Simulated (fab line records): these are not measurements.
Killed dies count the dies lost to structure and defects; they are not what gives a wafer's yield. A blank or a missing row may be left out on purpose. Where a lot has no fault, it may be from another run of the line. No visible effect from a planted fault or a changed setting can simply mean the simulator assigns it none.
fab line records	flow n5_finfet
[record] lots = 24	wafers = 72	last_day = 18
route steps=1938 shown FIN_SAQP@96
lots that met no fault: from a run of the same line without faults
start_h: hours from the record's opening day to when the first of the lot's shown wafers began	wait_h: hours from the lot's prior step to this one	" unchanged from the row above	L1.1+2: one row covering several wafers at once	- no value, or no start given	* or withheld: withheld	< > ~ a bound
route shown NAME@n: NAME is a module with steps in the file, n the number in the route of the first one	usual: the fault-free wafers' mean and standard deviation	same: alike in all rows	chamber/n: place in a boat	sites: per-site readings	_std_site: standard deviation across them	_edge_site: mean of outer sites minus mean of inner sites	radius_mm: how far each site lies from the wafer's centre	mask NAME#n: copy n	behind: the last tool/chamber to shape the wafer	hold: reason for holding the lot/hours on hold/outcome of the hold	device: whichever transistor did not switch (one of n, p or np)	end of line: tests run on the same wafers once the route is complete	for a step that has no rows: nothing shown but its recipe	killed: the dies lost at the first sort to structure and to defects; this is not the yield of the wafer	map: shows each die of a wafer: x if killed, . if not, _ if none is there
set.NAME: the run value of the setting; set.NAME@STEP: its run value at that earlier step	model.NAME: the simulator's own value behind a step, which no gauge read
one table for each step of the route and one row for each wafer, over a sample of lots
services: when a tool's chamber went out of use (start_h, in hours from the record's first day, below 0 if earlier), for how many hours, and the reason
[[steps]]
[step N5_FIN_SAQP_HM_DEP_03]
[recipe] material = SiNx	target_thk_a = 380	temp_c = 400	precursor = SiH4/NH3/N2	pressure_torr = 1.5	rf_w = 300	time_s = 33.6
[usual] heater_power_w = 767/140	showerhead_plenum_p_Torr = 5.18/0.099	throttle_valve_pct = 41/3.3
lot.wafer	tool	chamber	start_h	wait_h	heater_power_w	showerhead_plenum_p_Torr	throttle_valve_pct
L074.2	pecvd-04	0	20.78	0.2	721	5.16	44
L074.3	"	2	"	"	982	5.16	39
L074.5	"	0	"	"	737	5.18	45
L075.3	pecvd-02	2	27.16	0.2	785	5.28	37
L075.5	"	0	"	"	569	5.13	42
L075.6	"	2	"	"	779	5.28	37
L076.1	pecvd-04	0	33.23	0.2	672	5.17	44
L076.2	"	1	"	"	752	5.38	45
L076.5	"	1	"	"	764	5.38	45
L077.3	pecvd-04	1	39.38	0.2	641	5.39	45
L077.4	"	0	"	"	681	5.17	45
L077.6	"	0	"	"	676	5.16	44
L078.1	pecvd-02	2	46.27	0.2	880	5.28	37
L078.3	"	1	"	"	1056	5.11	42
L078.5	"	2	"	"	889	5.27	37
L079.4	pecvd-04	1	50.82	0.1	742	5.38	45
L079.5	"	2	"	"	874	5.14	36
L079.6	"	0	"	"	687	5.17	45
L080.2	pecvd-03	0	57.61	0.2	721	5.03	39
L080.3	"	1	"	"	899	5.21	43
L080.4	"	1	"	"	874	5.22	43
L081.1	pecvd-04	2	63.25	0.2	965	5.14	36
L081.2	"	0	"	"	618	5.18	45
L081.6	"	2	"	"	992	5.14	36
L082.1	pecvd-04	0	69.79	0.2	698	5.17	45
L082.4	"	2	"	"	993	5.14	36
L082.6	"	1	"	"	675	5.39	45
L083.4	pecvd-03	0	75.57	0.1	689	5.05	39
L083.5	"	1	"	"	889	5.22	43
L083.6	"	2	"	"	680	5.13	38
L084.4	pecvd-04	2	80.49	0.1	910	5.13	36
L084.5	"	2	"	"	923	5.14	36
L084.6	"	0	"	"	700	5.18	45
L085.1	pecvd-03	1	86.65	0.2	884	5.22	43
L085.4	"	2	"	"	671	5.09	38
L085.5	"	0	"	"	645	5.04	39
L086.2	pecvd-02	0	95.29	0.2	542	5.12	42
L086.3	"	2	"	"	926	5.29	38
L086.6	"	0	"	"	527	5.13	42
L087.2	pecvd-03	0	101.06	0.2	682	5.05	39
L087.4	"	0	"	"	703	5.04	39
L087.5	"	1	"	"	765	5.22	43
L088.1	pecvd-02	0	104.48	0.2	588	5.14	42
L088.2	"	2	"	"	828	5.29	37
L088.4	"	1	"	"	1010	5.12	42
L089.2	pecvd-03	2	110.93	0.2	687	5.10	38
L089.4	"	2	"	"	700	5.11	38
L089.5	"	1	"	"	802	5.21	43
L090.1	pecvd-04	2	116.85	0.2	905	5.14	36
L090.4	"	2	"	"	900	5.15	36
L090.5	"	0	"	"	691	5.16	45
L091.2	pecvd-04	0	123.57	0.2	737	5.17	45
L091.3	"	1	"	"	729	5.39	35
L091.5	"	0	"	"	739	5.18	45
L092.2	pecvd-04	0	128.54	0.2	693	5.18	45
L092.4	"	0	"	"	676	5.19	45
L092.6	"	2	"	"	983	5.15	36
L093.1	pecvd-03	1	134.70	0.2	790	5.21	43
L093.2	"	2	"	"	727	5.11	38
L093.3	"	0	"	"	731	5.05	39
L094.2	pecvd-02	0	140.96	0.2	511	5.13	42
L094.4	"	1	"	"	879	5.12	42
L094.5	"	2	"	"	888	5.28	38
L095.2	pecvd-02	0	146.91	0.2	552	5.15	42
L095.3	"	1	"	"	908	5.12	42
L095.4	"	2	"	"	935	5.31	38
L096.2	pecvd-02	1	154.02	0.2	1060	5.12	42
L096.3	"	0	"	"	571	5.12	42
L096.6	"	2	"	"	886	5.28	38
L097.2	pecvd-03	2	162.17	0.2	711	5.10	38
L097.4	"	2	"	"	719	5.10	38
L097.6	"	0	"	"	698	5.05	39
[step N5_FIN_SAQP_THK_MEAS_07]
[usual] thk_nm = 60.0/0.88
lot.wafer	tool	chamber	start_h	wait_h	thk_nm
L074.2	film_metro-01	-	21.15	0.1	60.8
L074.3	"	-	"	"	61.2
L074.5	"	-	"	"	60.1
L075.3	film_metro-02	-	27.52	0.1	61.0
L075.5	"	-	"	"	61.0
L075.6	"	-	"	"	61.5
L076.1	film_metro-02	-	33.55	0.1	59.7
L076.2	"	-	"	"	59.2
L076.5	"	-	"	"	60.4
L077.3	film_metro-02	-	39.67	0.1	58.5
L077.4	"	-	"	"	60.9
L077.6	"	-	"	"	59.2
L078.1	film_metro-01	-	46.56	0.1	59.6
L078.3	"	-	"	"	59.2
L078.5	"	-	"	"	60.1
L079.4	film_metro-01	-	51.09	0.0	60.2
L079.5	"	-	"	"	59.5
L079.6	"	-	"	"	60.1
L080.2	film_metro-01	-	57.97	0.1	59.1
L080.3	"	-	"	"	60.5
L080.4	"	-	"	"	60.0
L081.1	film_metro-01	-	63.54	0.1	59.7
L081.2	"	-	"	"	59.6
L081.6	"	-	"	"	60.0
L082.1	film_metro-02	-	70.08	0.1	59.8
L082.4	"	-	"	"	60.8
L082.6	"	-	"	"	60.7
L083.4	film_metro-01	-	75.91	0.1	60.3
L083.5	"	-	"	"	59.3
L083.6	"	-	"	"	60.1
L084.4	film_metro-02	-	80.79	0.0	60.3
L084.5	"	-	"	"	59.9
L084.6	"	-	"	"	60.8
L085.1	film_metro-02	-	87.01	0.1	60.0
L085.4	"	-	"	"	60.2
L085.5	"	-	"	"	60.7
L086.2	film_metro-02	-	95.65	0.1	59.7
L086.3	"	-	"	"	60.2
L086.6	"	-	"	"	60.6
L087.2	film_metro-02	-	101.43	0.1	60.2
L087.4	"	-	"	"	61.2
L087.5	"	-	"	"	60.6
L088.1	film_metro-01	-	104.84	0.1	59.1
L088.2	"	-	"	"	58.3
L088.4	"	-	"	"	60.1
L089.2	film_metro-01	-	111.23	0.1	60.5
L089.4	"	-	"	"	61.2
L089.5	"	-	"	"	62.0
L090.1	film_metro-01	-	117.18	0.1	59.8
L090.4	"	-	"	"	60.8
L090.5	"	-	"	"	61.5
L091.2	film_metro-01	-	123.87	0.1	60.2
L091.3	"	-	"	"	60.5
L091.5	"	-	"	"	61.4
L092.2	film_metro-02	-	128.83	0.1	59.1
L092.4	"	-	"	"	59.8
L092.6	"	-	"	"	59.9
L093.1	film_metro-01	-	134.99	0.1	59.9
L093.2	"	-	"	"	59.0
L093.3	"	-	"	"	59.4
L094.2	film_metro-01	-	141.26	0.1	59.9
L094.4	"	-	"	"	59.6
L094.5	"	-	"	"	60.9
L095.2	film_metro-02	-	147.21	0.1	58.8
L095.3	"	-	"	"	59.8
L095.4	"	-	"	"	60.7
L096.2	film_metro-02	-	154.31	0.1	58.0
L096.3	"	-	"	"	57.4
L096.6	"	-	"	"	58.7
L097.2	film_metro-01	-	162.46	0.1	57.6
L097.4	"	-	"	"	59.7
L097.6	"	-	"	"	59.4
[step N5_FIN_SAQP_HM_DEP_72]
[recipe] material = SiO2	target_thk_a = 120	temp_c = 400	precursor = SiH4/N2O	pressure_torr = 0.75	rf_w = 275	time_s = 7.2
[usual] heater_power_w = 761/140	showerhead_plenum_p_Torr = 8.21/0.19
lot.wafer	tool	chamber	start_h	wait_h	heater_power_w	showerhead_plenum_p_Torr
L074.2	pecvd-03	0	21.18	0.0	727	7.96
L074.3	"	2	"	"	616	8.07
L074.5	"	2	"	"	615	8.05
L075.3	pecvd-03	0	27.56	0.0	684	7.96
L075.5	"	0	"	"	679	7.95
L075.6	"	2	"	"	699	8.05
L076.1	pecvd-03	1	33.59	0.0	939	8.29
L076.2	"	2	"	"	726	8.06
L076.5	"	0	"	"	698	7.97
L077.3	pecvd-04	1	39.73	0.1	635	8.65
L077.4	"	0	"	"	711	8.22
L077.6	"	1	"	"	623	8.65
L078.1	pecvd-02	0	46.60	0.0	471	8.11
L078.3	"	1	"	"	1045	8.12
L078.5	"	1	"	"	1070	8.09
L079.4	pecvd-02	0	51.15	0.1	486	8.12
L079.5	"	2	"	"	832	8.43
L079.6	"	1	"	"	926	8.12
L080.2	pecvd-03	2	58.01	0.0	639	8.06
L080.3	"	1	"	"	824	8.28
L080.4	"	0	"	"	625	7.95
L081.1	pecvd-04	0	63.58	0.0	740	8.21
L081.2	"	1	"	"	735	8.64
L081.6	"	1	"	"	738	8.65
L082.1	pecvd-04	0	70.12	0.0	668	8.22
L082.4	"	0	"	"	670	8.22
L082.6	"	1	"	"	724	8.66
L083.4	pecvd-04	0	75.97	0.1	719	8.21
L083.5	"	1	"	"	762	8.64
L083.6	"	2	"	"	852	8.17
L084.4	pecvd-02	2	80.85	0.1	940	8.46
L084.5	"	0	"	"	534	8.13
L084.6	"	1	"	"	1047	8.12
L085.1	pecvd-02	0	87.05	0.0	490	8.13
L085.4	"	2	"	"	927	8.44
L085.5	"	1	"	"	1025	8.10
L086.2	pecvd-04	2	95.69	0.0	883	8.16
L086.3	"	2	"	"	849	8.15
L086.6	"	0	"	"	646	8.21
L087.2	pecvd-03	1	101.47	0.0	884	8.28
L087.4	"	0	"	"	606	7.98
L087.5	"	2	"	"	669	8.04
L088.1	pecvd-03	2	104.88	0.0	659	8.08
L088.2	"	0	"	"	675	7.98
L088.4	"	1	"	"	901	8.30
L089.2	pecvd-03	2	111.26	0.0	686	8.07
L089.4	"	2	"	"	676	8.06
L089.5	"	0	"	"	604	7.96
L090.1	pecvd-03	2	117.21	0.0	708	8.08
L090.4	"	1	"	"	920	8.29
L090.5	"	0	"	"	715	7.97
L091.2	pecvd-03	2	123.90	0.0	664	8.07
L091.3	"	0	"	"	718	7.97
L091.5	"	0	"	"	728	7.96
L092.2	pecvd-04	0	128.87	0.0	671	8.23
L092.4	"	1	"	"	763	8.63
L092.6	"	2	"	"	862	8.13
L093.1	pecvd-04	0	135.03	0.0	701	8.21
L093.2	"	1	"	"	719	8.63
L093.3	"	2	"	"	912	8.15
L094.2	pecvd-03	1	141.29	0.0	776	8.30
L094.4	"	2	"	"	672	8.04
L094.5	"	0	"	"	635	7.99
L095.2	pecvd-02	0	147.24	0.0	529	8.16
L095.3	"	1	"	"	1084	8.11
L095.4	"	2	"	"	855	8.45
L096.2	pecvd-02	2	154.35	0.0	828	8.45
L096.3	"	0	"	"	592	8.15
L096.6	"	0	"	"	583	8.14
L097.2	pecvd-04	2	162.50	0.0	855	8.18
L097.4	"	2	"	"	806	8.16
L097.6	"	0	"	"	719	8.20
[step N5_FIN_SAQP_OVL_MEAS_17]
[recipe] points_per_wafer = 44
[usual] FIN_CORE_OVL = -0.1/0.84
lot.wafer	tool	chamber	start_h	wait_h	FIN_CORE_OVL[nm]
L074.2	overlay-02	0	21.55	0.0	0.4
L074.3	"	0	"	"	0.0
L074.5	"	0	"	"	0.2
L075.3	overlay-01	0	27.92	0.0	-0.6
L075.5	"	0	"	"	-0.2
L075.6	"	0	"	"	-1.8
L076.1	overlay-01	0	34.08	0.0	0.5
L076.2	"	0	"	"	1.3
L076.5	"	0	"	"	1.0
L077.3	overlay-01	0	40.22	0.0	0.2
L077.4	"	0	"	"	0.4
L077.6	"	0	"	"	0.1
L078.1	overlay-02	0	47.08	0.0	-0.1
L078.3	"	0	"	"	-0.2
L078.5	"	0	"	"	-0.8
L079.4	overlay-01	0	51.49	0.0	-1.5
L079.5	"	0	"	"	-0.4
L079.6	"	0	"	"	-0.2
L080.2	overlay-01	0	58.49	0.0	-1.1
L080.3	"	0	"	"	0.7
L080.4	"	0	"	"	-0.8
L081.1	overlay-01	0	64.06	0.0	0.3
L081.2	"	0	"	"	0.8
L081.6	"	0	"	"	0.3
L082.1	overlay-01	0	70.60	0.0	-0.5
L082.4	"	0	"	"	-0.8
L082.6	"	0	"	"	-0.6
L083.4	overlay-01	0	76.31	0.0	0.0
L083.5	"	0	"	"	1.1
L083.6	"	0	"	"	0.4
L084.4	overlay-02	0	81.31	0.0	-0.3
L084.5	"	0	"	"	0.0
L084.6	"	0	"	"	0.1
L085.1	overlay-01	0	87.41	0.0	0.0
L085.4	"	0	"	"	0.1
L085.5	"	0	"	"	0.9
L086.2	overlay-02	0	96.20	0.0	-0.1
L086.3	"	0	"	"	0.6
L086.6	"	0	"	"	-0.2
L087.2	overlay-01	0	101.95	0.0	1.8
L087.4	"	0	"	"	1.1
L087.5	"	0	"	"	0.2
L088.1	overlay-01	0	105.24	0.0	0.6
L088.2	"	0	"	"	-0.9
L088.4	"	0	"	"	-0.4
L089.2	overlay-01	0	111.75	0.0	0.5
L089.4	"	0	"	"	0.5
L089.5	"	0	"	"	0.4
L090.1	overlay-02	0	117.70	0.0	-0.1
L090.4	"	0	"	"	-0.5
L090.5	"	0	"	"	0.8
L091.2	overlay-01	0	124.41	0.0	-0.1
L091.3	"	0	"	"	-1.1
L091.5	"	0	"	"	-1.0
L092.2	overlay-01	0	129.23	0.0	-1.0
L092.4	"	0	"	"	-1.6
L092.6	"	0	"	"	-0.4
L093.1	overlay-02	0	135.52	0.0	-0.3
L093.2	"	0	"	"	-0.4
L093.3	"	0	"	"	-0.6
L094.2	overlay-02	0	141.78	0.0	-1.2
L094.4	"	0	"	"	-1.0
L094.5	"	0	"	"	0.5
L095.2	overlay-01	0	147.73	0.0	-0.7
L095.3	"	0	"	"	-0.4
L095.4	"	0	"	"	-1.3
L096.2	overlay-01	0	154.83	0.0	2.3
L096.3	"	0	"	"	0.6
L096.6	"	0	"	"	2.2
L097.2	overlay-02	0	163.01	0.0	0.6
L097.4	"	0	"	"	-0.7
L097.6	"	0	"	"	0.3
[step N5_FIN_SAQP_SPACER1_ETCHBACK_25]
[recipe] chemistry = CHF3/O2	mode = anisotropic_etchback	target = SiO2	target_depth_a = 244	time_s = 12.2	pressure_mtorr = 30	source_w = 650	bias_w = 170	Ar_flow_sccm = 200	CHF3_flow_sccm = 50	O2_flow_sccm = 5	ion_energy_ev = 200
[usual] drypump_motor_current_A = 5.7/0.47	oes_f_703_au = 0.77/0.075	oes_product_au = 0.76/0.074	rf_vpp_V = 526/13	showerhead_plenum_p_Torr = 2.37/0.09	throttle_valve_pct = 18.94/0.19
lot.wafer	tool	chamber	start_h	wait_h	drypump_motor_current_A	oes_f_703_au	oes_product_au	rf_hours_counter_h	rf_vpp_V	showerhead_plenum_p_Torr	throttle_valve_pct
L074.2	rie_diel-03	3	23.50	0.4	5.4	0.79	0.76	151	523	2.39	18.80
L074.3	"	2	"	"	5.2	0.84	0.86	73	534	2.36	18.89
L074.5	"	3	"	"	5.4	0.79	0.76	-	521	2.39	18.81
L075.3	rie_diel-04	0	29.85	0.4	5.5	0.78	0.73	215	515	2.46	18.67
L075.5	"	2	"	"	6.1	0.76	0.73	-	500	2.31	19.17
L075.6	"	1	"	"	4.9	0.73	0.75	-	544	2.32	18.96
L076.1	rie_diel-04	2	35.94	0.4	6.2	0.76	0.73	165	499	2.31	19.16
L076.2	"	1	"	"	4.9	0.73	0.75	141	543	2.32	18.96
L076.5	"	3	"	"	5.3	0.78	0.75	-	525	2.31	18.94
L077.3	rie_diel-04	3	42.29	0.4	5.3	0.77	0.74	200	525	2.30	18.96
L077.4	"	2	"	"	6.2	0.76	0.72	168	501	2.31	19.16
L077.6	"	2	"	"	6.2	0.77	0.72	-	501	2.31	19.16
L078.1	rie_diel-04	2	49.81	0.4	6.1	0.76	0.73	170	502	2.31	19.16
L078.3	"	0	"	"	5.5	0.77	0.72	222	516	2.46	18.68
L078.5	"	2	"	"	6.1	0.75	0.74	-	501	2.31	19.18
L079.4	rie_diel-04	3	53.35	0.4	5.3	0.77	0.74	204	526	2.30	18.95
L079.5	"	1	"	"	4.9	0.73	0.73	-	546	2.31	18.97
L079.6	"	2	"	"	6.1	0.76	0.71	-	502	2.31	19.17
L080.2	rie_diel-05	1	60.57	0.4	6.5	0.64	0.67	213	555	2.27	19.02
L080.3	"	2	"	"	6.3	0.77	0.78	136	529	2.32	18.69
L080.4	"	3	"	"	6.0	0.88	0.88	53	525	2.56	18.74
L081.1	rie_diel-05	0	65.94	0.4	5.8	0.68	0.67	232	533	2.35	18.94
L081.2	"	1	"	"	6.5	0.65	0.67	215	554	2.27	19.03
L081.6	"	2	"	"	6.3	0.76	0.78	-	531	2.32	18.69
L082.1	rie_diel-04	0	72.50	0.4	5.5	0.76	0.71	231	517	2.46	18.71
L082.4	"	2	"	"	6.1	0.75	0.72	179	500	2.30	19.18
L082.6	"	3	"	"	5.3	0.76	0.74	-	524	2.30	18.97
L083.4	rie_diel-04	1	78.17	0.4	4.9	0.73	0.73	153	543	2.31	18.99
L083.5	"	2	"	"	6.2	0.74	0.71	-	502	2.30	19.17
L083.6	"	1	"	"	4.9	0.72	0.73	-	544	2.31	19.00
L084.4	rie_diel-05	0	83.66	0.4	5.8	0.68	0.67	238	532	2.35	18.96
L084.5	"	0	"	"	5.8	0.68	0.67	-	532	2.35	18.95
L084.6	"	3	"	"	6.0	0.87	0.87	-	526	2.56	18.75
L085.1	rie_diel-04	1	89.30	0.4	4.9	0.72	0.74	157	543	2.31	19.00
L085.4	"	3	"	"	5.3	0.76	0.74	217	524	2.30	18.98
L085.5	"	2	"	"	6.1	0.75	0.71	-	500	2.30	19.19
L086.2	rie_diel-05	2	98.18	0.4	6.2	0.75	0.78	149	529	2.32	18.71
L086.3	"	3	"	"	5.9	0.87	0.86	67	526	2.55	18.75
L086.6	"	3	"	"	6.0	0.86	0.87	-	526	2.55	18.73
L087.2	rie_diel-05	0	105.56	0.8	5.8	0.67	0.65	247	533	2.35	18.98
L087.4	"	3	"	"	6.0	0.86	0.88	70	525	2.55	18.75
L087.5	"	2	"	"	6.3	0.75	0.77	-	532	2.32	18.71
L088.1	rie_diel-05	1	107.64	0.4	6.5	0.64	0.67	229	554	2.26	19.04
L088.2	"	3	"	"	5.9	0.86	0.87	71	525	2.55	18.75
L088.4	"	0	"	"	5.8	0.66	0.66	248	533	2.35	18.97
L089.2	rie_diel-03	3	113.63	0.4	5.4	0.77	0.73	185	521	2.38	18.86
L089.4	"	1	"	"	6.0	0.78	0.79	109	524	2.36	19.31
L089.5	"	1	"	"	6.0	0.78	0.79	-	525	2.35	19.29
L090.1	rie_diel-05	0	119.56	0.4	5.8	0.66	0.66	252	531	2.35	18.97
L090.4	"	3	"	"	6.0	0.86	0.85	76	527	2.55	18.75
L090.5	"	0	"	"	5.8	0.66	0.66	-	532	2.35	18.98
L091.2	rie_diel-03	1	126.50	0.4	6.0	0.77	0.79	113	524	2.35	19.31
L091.3	"	0	"	"	5.5	0.95	0.92	24	526	2.58	18.66
L091.5	"	3	"	"	5.4	0.76	0.73	-	523	2.38	18.86
L092.2	rie_diel-03	3	131.40	0.7	5.3	0.76	0.72	192	522	2.38	18.87
L092.4	"	1	"	"	6.0	0.77	0.79	116	523	2.35	19.32
L092.6	"	2	"	"	5.1	0.80	0.82	-	532	2.35	18.96
L093.1	rie_diel-04	1	137.38	0.4	4.9	0.71	0.71	170	545	2.30	19.01
L093.2	"	2	"	"	6.2	0.73	0.69	201	500	2.29	19.23
L093.3	"	3	"	"	5.3	0.75	0.72	236	524	2.29	19.02
L094.2	rie_diel-03	2	144.20	0.4	5.2	0.79	0.82	111	533	2.35	18.96
L094.4	"	3	"	"	5.4	0.75	0.73	196	523	2.37	18.88
L094.5	"	2	"	"	5.2	0.79	0.82	-	533	2.35	18.95
L095.2	rie_diel-04	0	149.89	0.4	5.5	1.07	1.03	2	515	2.45	18.39
L095.3	"	2	"	"	6.1	0.73	0.69	206	499	2.29	19.21
L095.4	"	1	"	"	4.9	0.71	0.71	176	544	2.30	19.01
L096.2	rie_diel-03	2	156.76	0.4	5.2	0.79	0.81	115	533	2.34	18.94
L096.3	"	0	"	"	5.5	0.93	0.91	35	526	2.57	18.69
L096.6	"	2	"	"	5.2	0.79	0.81	-	532	2.34	18.95
L097.2	rie_diel-03	0	164.88	0.4	5.5	0.93	0.91	38	526	2.57	18.71
L097.4	"	2	"	"	5.2	0.79	0.82	117	532	2.34	18.97
L097.6	"	2	"	"	5.2	0.79	0.80	-	534	2.34	18.98
[step N5_FIN_SAQP_CD_MEAS_27]
[recipe] target_cd_nm = 20	landing_energy_ev = 1000	detector = se_inlens	polarity = line
[usual] cd_nm = 20.18/0.27
lot.wafer	tool	chamber	start_h	wait_h	cd_nm
L074.2	cd_sem-01	0	23.71	0.1	20.36
L074.3	"	0	"	"	20.30
L074.5	"	0	"	"	20.15
L075.3	cd_sem-01	0	30.06	0.1	20.37
L075.5	"	0	"	"	20.02
L075.6	"	0	"	"	20.60
L076.1	cd_sem-03	0	36.14	0.1	20.17
L076.2	"	0	"	"	20.25
L076.5	"	0	"	"	20.09
L077.3	cd_sem-02	0	42.50	0.1	19.97
L077.4	"	0	"	"	20.04
L077.6	"	0	"	"	20.17
L078.1	cd_sem-02	0	50.01	0.1	20.15
L078.3	"	0	"	"	20.09
L078.5	"	0	"	"	20.07
L079.4	cd_sem-02	0	53.56	0.1	20.37
L079.5	"	0	"	"	20.30
L079.6	"	0	"	"	20.55
L080.2	cd_sem-01	0	60.77	0.1	20.24
L080.3	"	0	"	"	20.08
L080.4	"	0	"	"	19.74
L081.1	cd_sem-03	0	66.14	0.1	20.14
L081.2	"	0	"	"	20.69
L081.6	"	0	"	"	20.36
L082.1	cd_sem-01	0	72.70	0.1	20.34
L082.4	"	0	"	"	19.99
L082.6	"	0	"	"	20.33
L083.4	cd_sem-03	0	78.38	0.1	20.40
L083.5	"	0	"	"	20.32
L083.6	"	0	"	"	19.99
L084.4	cd_sem-01	0	83.87	0.1	20.03
L084.5	"	0	"	"	20.51
L084.6	"	0	"	"	19.91
L085.1	cd_sem-02	0	89.50	0.1	20.09
L085.4	"	0	"	"	19.79
L085.5	"	0	"	"	20.24
L086.2	cd_sem-01	0	98.38	0.1	20.18
L086.3	"	0	"	"	20.52
L086.6	"	0	"	"	20.29
L087.2	cd_sem-02	0	105.76	0.1	20.22
L087.4	"	0	"	"	20.15
L087.5	"	0	"	"	20.40
L088.1	cd_sem-01	0	107.84	0.1	20.43
L088.2	"	0	"	"	20.41
L088.4	"	0	"	"	20.50
L089.2	cd_sem-02	0	113.83	0.1	20.36
L089.4	"	0	"	"	20.39
L089.5	"	0	"	"	20.41
L090.1	cd_sem-03	0	119.76	0.1	20.12
L090.4	"	0	"	"	19.77
L090.5	"	0	"	"	20.21
L091.2	cd_sem-03	0	126.70	0.1	20.36
L091.3	"	0	"	"	19.85
L091.5	"	0	"	"	20.40
L092.2	cd_sem-02	0	131.60	0.1	19.77
L092.4	"	0	"	"	20.16
L092.6	"	0	"	"	20.05
L093.1	cd_sem-02	0	137.58	0.1	20.49
L093.2	"	0	"	"	20.48
L093.3	"	0	"	"	20.15
L094.2	cd_sem-03	0	144.40	0.1	20.28
L094.4	"	0	"	"	20.01
L094.5	"	0	"	"	20.19
L095.2	cd_sem-03	0	150.10	0.1	20.19
L095.3	"	0	"	"	19.97
L095.4	"	0	"	"	19.69
L096.2	cd_sem-03	0	156.97	0.1	20.60
L096.3	"	0	"	"	20.02
L096.6	"	0	"	"	19.94
L097.2	cd_sem-02	0	165.08	0.1	20.46
L097.4	"	0	"	"	20.15
L097.6	"	0	"	"	20.19
[[services]]
tool	chamber	start_h	hours	kind
rie_diel-05	3	3.18	8.7	repair
pecvd-02	1	3.88	10.7	repair
rie_diel-05	1	8.78	7.5	repair
rie_diel-03	3	13.81	4.1	repair
pecvd-02	1	18.75	11.8	repair
pecvd-04	2	21.14	-	clean
pecvd-04	2	21.14	-	consumable_replace:showerhead
pecvd-04	2	21.14	29.0	scheduled_down
pecvd-04	2	21.14	29.0	vent_cycle
rie_diel-05	-	35.55	2.8	pm
rie_diel-05	0	42.15	4.9	repair
rie_diel-04	1	61.88	9.0	repair
pecvd-03	-	63.23	0.4	repair
rie_diel-03	2	66.09	10.9	repair
rie_diel-04	2	79.40	6.3	repair
pecvd-04	1	79.94	-	clean
pecvd-04	1	79.94	29.5	scheduled_down
pecvd-03	-	102.04	0.8	repair
pecvd-02	-	106.09	1.8	repair
rie_diel-03	1	106.97	6.5	repair
pecvd-04	1	114.28	6.1	repair
rie_diel-04	1	122.19	9.0	repair
rie_diel-05	0	125.61	4.7	repair
pecvd-04	1	155.99	7.4	repair
[[key]]
fault none
